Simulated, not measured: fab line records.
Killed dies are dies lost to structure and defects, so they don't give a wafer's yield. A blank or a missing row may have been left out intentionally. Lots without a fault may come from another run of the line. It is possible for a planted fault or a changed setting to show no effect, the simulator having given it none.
fab line records | flow nandHarc
record: lots: 13 wafers: 39 lastDay: 24
route steps=1159 shown P_M2@350 P_BONDPAD@367 A_ZERO_WELL@401 A_ONON_D1@426 END@1159
lots that met no fault: taken from a fault-free run of the same line
startH: hours from the record's first day to the start of the lot's first wafer shown | waitH: hours from the lot's prior step to this one | " as in the row above | L1.1+2: one row covering several wafers at once | - no value, or no start was given | * or withheld: withheld | < > ~ a bound
route shown NAME@n: a module of which the file shows steps, and the number in the route of the first | usual: the fault-free wafers' mean and standard deviation | same: alike in all rows | chamber/n: place in a boat | sites: each site's reading | _std_site: how widely they spread, as a standard deviation | _edge_site: inner sites' mean taken away from outer sites' mean | radiusMm: for every site, how far away it sits from the centre of the wafer | mask NAME#n: copy n | behind: the last tool/chamber to shape the wafer | hold: why the lot went on hold/how many hours it stayed there/how the hold came to an end | device: whichever transistor did not switch (one of n, p or np) | end of line: tests run on the same wafers once the route is complete | step lacking rows: just its recipe | killed: the dies lost at the first sort to structure and to defects; this is not the yield of the wafer | map: a wafer's dies, marking killed ones x, the rest . and places with no die _
set.NAME: the setting the step ran with; set.NAME@STEP: the setting that earlier step ran with | model.NAME: the simulator's own value behind a step, which no gauge read
the route's steps for a sample of lots (tables are steps, rows are wafers)
services: a tool's chamber out of use, with start hour (startH, from the record's first day; less than 0 if before it), hours out, and reason
== steps ==
step: NHARC_P_M2_DEP_33
recipe: targetThkA: 300 tempC: 370 targetThkNm: 30 pressureTorr: 3 flowSccm: 200 rfW: 450 material: SiCN
usual: heaterPowerW: 610/72
columns lot.wafer tool chamber startH waitH heaterPowerW
L443.1 pecvd-01 2 122.36 0.1 641
L443.5 " 0 " " 550
L443.6 " 1 " " 597
L444.1 pecvd-02 1 132.66 0.1 573
L444.2 " 0 " " 594
L444.4 " 1 " " 561
L446.1 pecvd-01 1 145.78 0.1 547
L446.6 " 1 " " 549
L446.5 " 0 " " 629
L445.2 pecvd-03 2 146.56 0.1 729
L445.6 " 2 " " 728
L445.4 " 1 " " 591
L449.2 pecvd-03 1 175.85 0.1 635
L449.6 " 1 " " 613
L449.5 " 0 " " 483
L451.3 pecvd-01 0 176.83 0.1 616
L451.1 " 2 " " 654
L451.6 " 0 " " 639
L450.1 pecvd-02 2 177.13 0.1 658
L450.5 " 2 " " 645
L450.6 " 1 " " 576
L452.4 pecvd-02 0 184.92 0.2 623
L452.6 " 1 " " 602
L452.5 " 2 " " 665
L458.3 pecvd-02 0 215.66 0.1 536
L458.4 " 1 " " 609
L458.6 " 2 " " 621
L457.3 pecvd-02 0 216.15 0.1 612
L457.5 " 0 " " 634
L457.4 " 1 " " 551
L464.1 pecvd-03 1 246.98 0.1 627
L464.6 " 2 " " 788
L464.5 " 0 " " 511
L463.3 pecvd-03 2 250.27 0.1 763
L463.2 " 0 " " 455
L463.6 " 2 " " 753
L465.3 pecvd-01 1 256.76 0.1 615
L465.4 " 0 " " 626
L465.6 " 2 " " 627
step: NHARC_P_BONDPAD_DESCUM_11
recipe: timeS: 3 o2FlowSccm: 200 arFlowSccm: 0 biasPowerW: 0 chemistry: O2
usual: drypumpMotorCurrentA: 5.3/0.51 mfcArSccm: 0.007/0.011 oesProductAu: 1.002/0.0064 rfVppV: 57.7/0.94 showerheadPlenumPTorr: 1.88/0.092 throttleValvePct: 11.311/0.0091
same: biasPowerW: 0
columns lot.wafer tool chamber startH waitH drypumpMotorCurrentA mfcArSccm oesProductAu rfHoursCounterH rfVppV showerheadPlenumPTorr throttleValvePct
L443.1 rieDiel-03 3 124.14 - 5.5 0 0.991 7 57.2 1.79 11.308
L443.6 " 0 " " 4.8 0 0.999 - 56.9 1.98 11.327
L443.5 " 1 " " 4.6 0 1.004 - 58.7 1.93 11.294
L444.1 rieDiel-08 3 134.39 - 5.7 0 1.014 0 57.4 1.88 11.322
L444.4 " 0 " " 6.0 0.009 1.006 0 57.7 2.02 11.303
L444.2 " 1 " " 5.2 0 1.001 0 59.3 1.98 11.308
L446.1 rieDiel-03 0 147.64 - 4.8 0 0.994 10 58.3 1.98 11.322
L446.5 " 3 " " 5.6 0 1.004 - 56.2 1.78 11.329
L446.6 " 0 " " 4.8 0 0.993 - 57.2 1.98 11.319
L445.4 rieDiel-03 3 148.44 - 5.5 0 1.004 10 56.0 1.79 11.302
L445.2 " 1 " " 4.7 0 1.005 10 58.0 1.93 11.314
L445.6 " 3 " " 5.5 0 0.996 - 58.2 1.79 11.321
L449.2 rieDiel-03 1 177.69 - 4.6 0 1.001 13 56.0 1.92 11.310
L449.5 " 1 " " 4.6 0 0.996 - 58.2 1.92 11.307
L449.6 " 2 " " 5.8 0.022 0.996 - 57.3 1.78 11.304
L451.1 rieDiel-03 3 178.67 - 5.6 0 0.991 13 55.7 1.78 11.307
L451.3 " 1 " " 4.6 0 0.998 13 57.8 1.92 11.317
L451.6 " 2 " " 5.8 0.022 0.992 - 58.5 1.78 11.316
L450.1 rieDiel-03 3 179.18 - 5.5 0 1.009 13 58.4 1.78 11.307
L450.5 " 1 " " 4.6 0 0.991 - 58.6 1.92 11.301
L450.6 " 2 " " 5.8 0.022 1.012 - 56.4 1.78 11.318
L452.4 rieDiel-03 2 186.51 - 5.8 0.022 1.012 13 56.4 1.78 11.307
L452.5 " 0 " " 4.8 0 1.002 - 57.9 1.98 11.293
L452.6 " 1 " " 4.7 0 1.006 - 57.9 1.92 11.321
L458.3 rieDiel-05 0 217.41 - 6.1 0.037 0.993 15 58.8 2.05 11.330
L458.4 " 3 " " 6.2 0.017 1.004 17 58.4 1.94 11.323
L458.6 " 0 " " 6.1 0.037 1.004 - 58.4 2.05 11.304
L457.4 rieDiel-08 1 217.95 - 5.2 0 1.007 31 58.7 1.97 11.331
L457.3 " 3 " " 5.6 0 1.013 33 58.0 1.87 11.321
L457.5 " 1 " " 5.2 0 1.005 - 57.9 1.97 11.299
L464.1 rieDiel-03 0 248.83 - 4.9 0 0.996 3 57.8 1.98 11.321
L464.5 " 0 " " 4.9 0 0.998 - 58.3 1.98 11.315
L464.6 " 1 " " 4.6 0 1.000 - 58.2 1.92 11.308
L463.2 rieDiel-03 0 252.11 - 4.8 0 1.001 3 58.4 1.98 11.328
L463.3 " 3 " " 5.5 0 0.996 3 57.1 1.78 11.307
L463.6 " 0 " " 4.8 0 1.005 - 59.1 1.98 11.309
L465.3 rieDiel-03 1 258.72 - 4.6 0 1.002 4 57.5 1.92 11.304
L465.4 " 2 " " 5.8 0.022 0.994 4 59.1 1.78 11.297
L465.6 " 2 " " 5.8 0.022 0.997 - 58.4 1.78 11.314
step: NHARC_A_ZERO_WELL_CD_MEAS_10
recipe: targetCdNm: 2000 landingEnergyEv: 500
usual: cdNm: 2000.6/1.3
columns lot.wafer tool chamber startH waitH cdNm
L443.1 cdSem-01 0 127.99 - 2001.2
L443.5 " 0 " " 1999.8
L443.6 " 0 " " 1998.9
L444.1 cdSem-03 0 138.20 - 2001.1
L444.2 " 0 " " 2001.1
L444.4 " 0 " " 2000.9
L446.1 cdSem-03 0 151.59 - 1999.6
L446.5 " 0 " " 1999.6
L446.6 " 0 " " 1997.2
L445.2 cdSem-02 0 152.39 - 2000.1
L445.4 " 0 " " 2001.0
L445.6 " 0 " " 2001.0
L449.2 cdSem-03 0 181.56 - 1999.4
L449.5 " 0 " " 1999.8
L449.6 " 0 " " 2001.3
L451.1 cdSem-03 0 182.61 - 2000.8
L451.3 " 0 " " 2002.4
L451.6 " 0 " " 2002.0
L450.1 cdSem-02 0 183.03 - 2001.7
L450.5 " 0 " " 1999.4
L450.6 " 0 " " 2001.4
L452.4 cdSem-03 0 190.25 - 2001.2
L452.5 " 0 " " 2000.4
L452.6 " 0 " " 1997.8
L458.3 cdSem-02 0 222.77 - 2000.8
L458.4 " 0 " " 2002.0
L458.6 " 0 " " 2000.4
L457.3 cdSem-02 0 222.93 - 2000.0
L457.4 " 0 " " 2001.3
L457.5 " 0 " " 2001.5
L464.1 cdSem-03 0 252.83 - 1998.0
L464.5 " 0 " " 2001.3
L464.6 " 0 " " 1999.2
L463.2 cdSem-03 0 256.01 - 1999.9
L463.3 " 0 " " 2000.9
L463.6 " 0 " " 1999.4
L465.3 cdSem-01 0 262.49 - 2001.0
L465.4 " 0 " " 2000.8
L465.6 " 0 " " 1999.6
step: NHARC_A_ONON_D1_DEP_03
recipe: targetThkA: 10000 n2FlowSccm: 2750 n2oFlowSccm: 2000 nh3FlowSccm: 500 sih4FlowSccm: 210 tempC: 400
usual: n2oFlowSccm: 2001/5.6
columns lot.wafer tool chamber startH waitH n2oFlowSccm
L443.1 pecvdOnon-02 0 151.68 0.1 2004
L443.5 " 0 " " 2015
L443.6 " 0 " " 1998
L444.1 pecvdOnon-02 0 162.67 0.1 1993
L444.2 " 0 " " 2003
L444.4 " 0 " " 1997
L446.1 pecvdOnon-04 0 174.98 0.1 2009
L446.5 " 0 " " 1996
L446.6 " 0 " " 2000
L445.2 pecvdOnon-03 0 175.07 0.1 2000
L445.4 " 0 " " 1997
L445.6 " 0 " " 2007
L450.1 pecvdOnon-02 0 203.91 0.1 1999
L450.5 " 0 " " 1993
L450.6 " 0 " " 2000
L451.1 pecvdOnon-04 0 203.92 0.1 2004
L451.3 " 0 " " 2005
L451.6 " 0 " " 2006
L449.2 pecvdOnon-03 0 203.97 0.1 1990
L449.5 " 0 " " 2001
L449.6 " 0 " " 1998
L452.4 pecvdOnon-02 0 214.39 0.2 2004
L452.5 " 0 " " 2001
L452.6 " 0 " " 2001
L458.3 pecvdOnon-02 0 247.65 0.2 2007
L458.4 " 0 " " 2003
L458.6 " 0 " " 2001
L457.3 pecvdOnon-02 0 248.01 0.2 2003
L457.4 " 0 " " 2008
L457.5 " 0 " " 2011
L464.1 pecvdOnon-03 0 274.34 0.1 2003
L464.5 " 0 " " 1998
L464.6 " 0 " " 2005
L463.2 pecvdOnon-03 0 278.90 0.1 1993
L463.3 " 0 " " 2006
L463.6 " 0 " " 2002
L465.3 pecvdOnon-03 0 285.10 0.2 1997
L465.4 " 0 " " 1999
L465.6 " 0 " " 2000
step: NHARC_A_ONON_D1_THK_MEAS_05
recipe: thkMeasGauge: ellipsometry
usual: thkNm: 999/8.4
columns lot.wafer tool chamber startH waitH thkNm
L443.1 filmMetro-01 - 152.19 - 999
L443.5 " - " " 999
L443.6 " - " " 1000
L444.1 filmMetro-02 - 163.18 - 995
L444.2 " - " " 995
L444.4 " - " " 994
L446.1 filmMetro-01 - 175.50 - 1015
L446.5 " - " " 1015
L446.6 " - " " 1018
L445.2 filmMetro-02 - 175.53 - 1005
L445.4 " - " " 1003
L445.6 " - " " 1002
L450.1 filmMetro-01 - 204.42 - 983
L450.5 " - " " 983
L450.6 " - " " 985
L451.1 filmMetro-02 - 204.42 - 1009
L451.3 " - " " 1009
L451.6 " - " " 1008
L449.2 filmMetro-01 - 204.45 - 998
L449.5 " - " " 999
L449.6 " - " " 1000
L452.4 filmMetro-01 - 214.73 - 990
L452.5 " - " " 991
L452.6 " - " " 989
L458.3 filmMetro-02 - 248.05 - 996
L458.4 " - " " 1030
L458.6 " - " " 995
L457.3 filmMetro-01 - 248.40 - 999
L457.4 " - " " 1033
L457.5 " - " " 1031
L464.1 filmMetro-01 - 274.85 - 1007
L464.5 " - " " 1009
L464.6 " - " " 1006
L463.2 filmMetro-02 - 279.36 - 1009
L463.3 " - " " 1013
L463.6 " - " " 1012
L465.3 filmMetro-01 - 285.49 - 1010
L465.4 " - " " 1009
L465.6 " - " " 1009
step: NHARC_END_SORT_01
recipe: tempC: 25
usual: killedAtArray: 31/12 killedAtOther: 0.6/0.85 killedAtPeriphery: 3.0/2.3 killedDies: 35/12 killedOpen: 3.2/1.9 killedShort: 1.8/1.4
same: grossDies: 677
columns lot.wafer tool chamber startH waitH killedAtArray killedAtOther killedAtPeriphery killedDies killedOpen killedShort
L458.3 prober-01 0 535.45 3.1 34 0 2 36 1 2
L458.4 prober-01 0 536.25 3.4 68 1 3 72 5 2
L458.6 prober-01 0 537.84 4.0 38 4 1 43 2 0
L457.3 prober-01 0 543.23 3.1 32 0 1 33 5 1
L457.4 prober-01 0 544.03 3.4 73 0 0 73 2 0
L457.5 prober-01 0 544.83 3.7 73 0 2 75 3 1
killed by level:class
L458.3 A_CHANNEL_HOLE_D1:chamberFilmFlake=25 A_STAIRCASE:chamberFilmFlake=3 A_WL_FILL:chamberFilmFlake=3 P_M0:geometricParticle:short=1 A_CHANNEL_FILL_D1:geometricParticle:short=1 A_CONTACT:geometricParticle:open=1 P_M2:chamberFilmFlake=1 A_CONTACT:chamberFilmFlake=1
L458.4 A_ONON_D1:areaDep=39 A_CHANNEL_HOLE_D1:chamberFilmFlake=21 A_STAIRCASE:chamberFilmFlake=3 P_STI:geometricParticle:open=1 P_CONTACT:geometricParticle:open=1 P_BONDPAD:geometricParticle:open=1 A_SGD_CUT:geometricParticle:short=1 A_SGD_CUT:geometricParticle:open=1
L458.6 A_CHANNEL_HOLE_D1:chamberFilmFlake=29 A_STAIRCASE:chamberFilmFlake=4 THIN_TSV:chamberFilmFlake=3 A_WL_FILL:chamberFilmFlake=2 A_CONTACT:chamberFilmFlake=2 A_SGD_CUT:geometricParticle:open=1 STARTING-WAFER:geometricParticle:open=1 P_M0:chamberFilmFlake=1
L457.3 A_CHANNEL_HOLE_D1:chamberFilmFlake=22 A_CONTACT:geometricParticle:open=2 A_WL_FILL:chamberFilmFlake=2 A_CONTACT:chamberFilmFlake=2 P_CONTACT:geometricParticle:short=1 A_ONON_D1:geometricParticle:open=1 A_WL_FILL:geometricParticle:open=1 A_M1:geometricParticle:open=1
L457.4 A_ONON_D1:areaDep=41 A_CHANNEL_HOLE_D1:chamberFilmFlake=25 A_WL_FILL:chamberFilmFlake=2 A_ONON_D1:geometricParticle:open=1 A_CONTACT:geometricParticle:open=1 A_ZERO_WELL:chamberFilmFlake=1 A_STAIRCASE:chamberFilmFlake=1 A_CONTACT:chamberFilmFlake=1
L457.5 A_ONON_D1:areaDep=41 A_CHANNEL_HOLE_D1:chamberFilmFlake=22 A_STAIRCASE:chamberFilmFlake=3 P_CONTACT:geometricParticle:open=1 A_CHANNEL_HOLE_D1:geometricParticle:open=1 A_CONTACT:geometricParticle:short=1 A_M0:geometricParticle:open=1 P_GATE:chamberFilmFlake=1
== services ==
columns tool chamber startH hours kind
pecvd-03 - 111.00 13.0 pm
pecvdOnon-02 - 111.32 13.0 pm
rieDiel-03 0 120.83 - clean
rieDiel-03 1 120.83 - clean
rieDiel-03 2 120.83 - clean
rieDiel-08 - 125.09 9.0 pm
pecvd-02 1 143.85 4.5 repair
rieDiel-08 1 145.86 2.9 repair
pecvdOnon-04 - 150.76 2.5 repair
rieDiel-08 2 152.10 4.1 repair
pecvdOnon-03 - 153.16 13.0 pm
pecvd-02 - 153.43 13.0 pm
rieDiel-05 - 164.39 9.0 pm
rieDiel-08 2 166.92 11.7 repair
rieDiel-08 2 188.28 1.8 repair
rieDiel-03 - 215.33 9.0 pm
rieDiel-08 - 219.92 0.8 repair
pecvd-02 2 233.49 16.3 repair
rieDiel-03 0 234.57 6.3 repair
pecvdOnon-04 - 237.00 13.0 pm
pecvd-01 - 237.38 13.0 pm
rieDiel-05 1 263.63 6.6 repair
pecvd-03 - 267.46 0.8 repair
pecvd-01 - 280.01 0.6 repair
== key ==
firstSign: step: NHARC_A_ONON_D1_THK_MEAS_05 reading: thkNm direction: up sigmas: 3.8 usual: 999 struck: 1031
effect: step: NHARC_END_SORT_01 reading: killedAtArray direction: up sigmas: 3.4 usual: 31 struck: 71
moreKillsBornAt: NHARC_A_ONON_D1_DEP_03@pecvdOnon-02: 121
metAt NHARC_A_ONON_D1_DEP_03
struckLots L457,L458
struckWafers L457.4,L457.5,L458.4
testerLeftOut L457,L458
notActingAt NHARC_P_M2_DEP_33,NHARC_P_BONDPAD_DESCUM_11,NHARC_A_ZERO_WELL_CD_MEAS_10
fault: kind: processParameterDrift tool: pecvdOnon-02 chamber: - onsetH: 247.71 steps: NHARC_A_ONON_D1_DEP_03 channel: targetThkA offset: * shape: step endH: 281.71 scope: struckWafersOnly actsIn: * stated: *
testerLeftOut: of these lots the tester's yield and bins aren't shown, on N5 and GAA mostly nor the transistor test; their killed dies are dies lost to structure and defects alone, not to doping, threshold or leakage, so they don't give the yield
